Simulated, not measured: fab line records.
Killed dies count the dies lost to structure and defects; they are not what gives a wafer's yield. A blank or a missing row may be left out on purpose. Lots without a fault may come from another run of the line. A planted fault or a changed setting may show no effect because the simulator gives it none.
Matching of chambers | flow n5 finfet | ald sin-04 running N5_MOL_CONTACT_COAG_ALD_131: 4 sister chambers
The step deposits SiO2, target thk 5 nm, pulse time 1 s, co reactant pulse time 1 s. 8 wafers are shown with their chamber, then 12 later ones without.

## WAFERS PAIRED WITH THEIR CHAMBERS
wafer  | chamber | heater power w (W) | precursor pulse height rel
L083.1 | 0       | 92                 | 0.996
L083.6 | 0       | 92                 | 1.009
L087.4 | 3       | 67                 | 1.001
L090.1 | 2       | 87                 | 0.993
L090.2 | 3       | 66                 | 1.036
L092.1 | 2       | 87                 | 0.995
L092.2 | 1       | 90                 | 0.982
L092.6 | 1       | 87                 | 0.995

## WAFERS WITH NO CHAMBER GIVEN
wafer  | heater power w (W) | precursor pulse height rel
L093.3 | 87                 | 1.003
L093.5 | 86                 | 0.982
L093.6 | 65                 | 0.995
L094.1 | 89                 | 0.986
L094.4 | 69                 | 1.008
L094.5 | 67                 | 0.997
L095.2 | 86                 | 1.001
L095.3 | 93                 | 0.972
L095.6 | 87                 | 0.984
L096.2 | 87                 | 0.986
L096.5 | 93                 | 1.000
L096.6 | 90                 | 0.993

## WHICH CHAMBER EACH ONE RAN IN
wafer  | from the rows above          | in truth
L093.3 | can't be placed: 2 or 1      | 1
L093.5 | can't be placed: 2 or 1      | 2
L093.6 | 3                            | 3
L094.1 | can't be placed: 1 or 2      | 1
L094.4 | 3                            | 3
L094.5 | 3                            | 3
L095.2 | can't be placed: 2 or 1      | 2
L095.3 | can't be placed: 0 or 1      | 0
L095.6 | can't be placed: 2 or 1      | 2
L096.2 | can't be placed: 2 or 1      | 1
L096.5 | 0                            | 0
L096.6 | can't be placed: 1 or 0 or 2 | 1
Correctly placed: 4 of 12. Cannot be placed on the basis of these rows: 8; the candidates contain the true chamber in 8. 0 placed wrongly.
How it was worked out, from the rows above alone: a wafer's distance from a chamber is the root of the sum, over the readings, of the square of ((its reading less the chamber's mean) divided by the reading's scatter). If the next closest chamber is less than 2 further off than the closest, the wafer can't be placed; otherwise it belongs to the closest. Each chamber's mean is taken over the wafers shown for it. The scatter: take each reading less its chamber's mean, square it, sum over the shown wafers, divide by the number of wafers less the number of chambers, and take the root.
